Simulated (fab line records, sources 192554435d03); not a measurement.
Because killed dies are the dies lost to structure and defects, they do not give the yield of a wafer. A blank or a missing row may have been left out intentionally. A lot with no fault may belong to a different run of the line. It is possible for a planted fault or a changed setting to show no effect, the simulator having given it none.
Matching of chambers | flow n5Finfet | rieSi-01 running N5_FIN_SAQP_ETCH_65: 4 sister chambers
The step etches SiO2 in CF4, target depth 4 nm, time 4.4 s. 18 wafers are shown with their chamber, then 9 later ones without.

== WAFERS WITH THEIR CHAMBER ==
wafer  | chamber | throttleValvePct (%) | heBacksideLeakSccm (sccm) | oesProductAu (a.u.)
L074.2 | 1       | 21.82                | 2.32                      | 0.999
L074.5 | 0       | 21.63                | 3.11                      | 1.029
L074.6 | 3       | 21.49                | 2.71                      | 1.000
L081.3 | 2       | 21.71                | 2.47                      | 1.011
L081.4 | 1       | 21.84                | 2.26                      | 1.004
L081.5 | 2       | 21.72                | 2.46                      | 1.026
L082.2 | 1       | 21.82                | 2.29                      | 1.002
L082.3 | 3       | 21.48                | 2.54                      | 1.007
L082.6 | 0       | 21.64                | 3.17                      | 1.016
L083.2 | 2       | 21.70                | 2.61                      | 1.020
L083.5 | 3       | 21.48                | 2.55                      | 1.019
L083.6 | 0       | 21.65                | 3.11                      | 1.019
L085.1 | 3       | 21.48                | 2.69                      | 1.009
L085.3 | 0       | 21.64                | 2.87                      | 1.030
L085.4 | 1       | 21.82                | 2.13                      | 1.011
L090.2 | 3       | 21.50                | 2.62                      | 1.017
L090.4 | 0       | 21.63                | 3.10                      | 1.028
L090.5 | 2       | 21.71                | 2.55                      | 1.027

SIGNATURES (averages over the wafers above)
reading            | chamber 0 | chamber 1 | chamber 2 | chamber 3 | scatter within a chamber
throttleValvePct   | 21.6380   | 21.8250   | 21.7100   | 21.4860   | 0.00886
heBacksideLeakSccm | 3.0720    | 2.2500    | 2.5225    | 2.6220    | 0.0904
oesProductAu       | 1.02440   | 1.00400   | 1.02100   | 1.01040   | 0.00678
Rule: distance of a wafer from a chamber = root of the sum over the readings of ((wafer's reading minus chamber's mean) / reading's scatter) squared. The wafer belongs to the nearest chamber; if the next one is less than 2 further off, it can't be placed. The scatter: take each reading less its chamber's mean, square it, sum over the shown wafers, divide by the number of wafers less the number of chambers, and take the root.

== WAFERS WITH NO CHAMBER GIVEN ==
wafer  | throttleValvePct (%) | heBacksideLeakSccm (sccm) | oesProductAu (a.u.)
L091.2 | 21.71                | 2.45                      | 1.024
L091.5 | 21.84                | 2.32                      | 1.010
L091.6 | 21.63                | 3.29                      | 1.028
L094.1 | 21.65                | 3.08                      | 1.022
L094.4 | 21.46                | 2.68                      | 1.014
L094.5 | 21.64                | 3.15                      | 1.031
L096.3 | 21.48                | 2.59                      | 0.994
L096.4 | 21.72                | 2.53                      | 1.024
L096.6 | 21.64                | 3.06                      | 1.032

== WHICH CHAMBER EACH WENT THROUGH ==
wafer  | from the rows above | in truth
L091.2 | 2                   | 2
L091.5 | 1                   | 1
L091.6 | 0                   | 0
L094.1 | 0                   | 0
L094.4 | 3                   | 3
L094.5 | 0                   | 0
L096.3 | 3                   | 3
L096.4 | 2                   | 2
L096.6 | 0                   | 0
Correct placement for 9 of the 9. Can't be placed from these rows: 0. Wrongly placed: 0.
